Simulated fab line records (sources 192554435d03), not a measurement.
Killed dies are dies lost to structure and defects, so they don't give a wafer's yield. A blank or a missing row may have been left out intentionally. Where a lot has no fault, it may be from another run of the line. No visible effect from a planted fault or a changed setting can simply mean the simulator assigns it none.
Chamber matching :: flow n5-finfet :: ald-metal-04 running N5_BEOL_M2_ALD_84: 4 sister chambers
The step deposits TaN, pulse time 2 s, purge time 3 s, co reactant purge time 2 s. 4 wafers are shown with their chamber, then 12 later ones without.

== EACH WAFER AND ITS CHAMBER ==
wafer: L086.3
chamber: 1
heater-power-w (W): 385

wafer: L086.5
chamber: 3
heater-power-w (W): 391

wafer: L088.2
chamber: 2
heater-power-w (W): 465

wafer: L088.5
chamber: 0
heater-power-w (W): 444

== WAFERS WITH NO CHAMBER GIVEN ==
wafer: L092.1
heater-power-w (W): 403

wafer: L092.2
heater-power-w (W): 467

wafer: L092.3
heater-power-w (W): 443

wafer: L092.4
heater-power-w (W): 366

wafer: L092.5
heater-power-w (W): 382

wafer: L092.6
heater-power-w (W): 443

wafer: L094.1
heater-power-w (W): 429

wafer: L094.2
heater-power-w (W): 386

wafer: L094.3
heater-power-w (W): 467

wafer: L094.4
heater-power-w (W): 388

wafer: L094.5
heater-power-w (W): 463

wafer: L094.6
heater-power-w (W): 374

== EACH ONE'S CHAMBER ==
wafer: L092.1
from the rows above: can't be placed: 3 or 1
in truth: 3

wafer: L092.2
from the rows above: 2
in truth: 2

wafer: L092.3
from the rows above: 0
in truth: 0

wafer: L092.4
from the rows above: can't be placed: 1 or 3
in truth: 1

wafer: L092.5
from the rows above: can't be placed: 1 or 3
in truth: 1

wafer: L092.6
from the rows above: 0
in truth: 0

wafer: L094.1
from the rows above: 0
in truth: 0

wafer: L094.2
from the rows above: can't be placed: 1 or 3
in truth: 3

wafer: L094.3
from the rows above: 2
in truth: 2

wafer: L094.4
from the rows above: can't be placed: 1 or 3
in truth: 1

wafer: L094.5
from the rows above: can't be placed: 2 or 0
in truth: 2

wafer: L094.6
from the rows above: can't be placed: 1 or 3
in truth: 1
Placed correctly: 5 of 12. Unplaceable from these rows: 7, with the true chamber sitting among the candidates in 7. Placed wrongly: 0.
How it was worked out, from the rows above alone: a wafer's distance from a chamber is the root of the sum, over the readings, of the square of ((its reading less the chamber's mean) divided by the reading's scatter). If the next closest chamber is less than 2 further off than the closest, the wafer can't be placed; otherwise it belongs to the closest. The mean given for a chamber averages the wafers shown for that chamber. The scatter: root of mean squared gap, hidden wafer to nearest shown wafer, with one shown wafer a chamber.
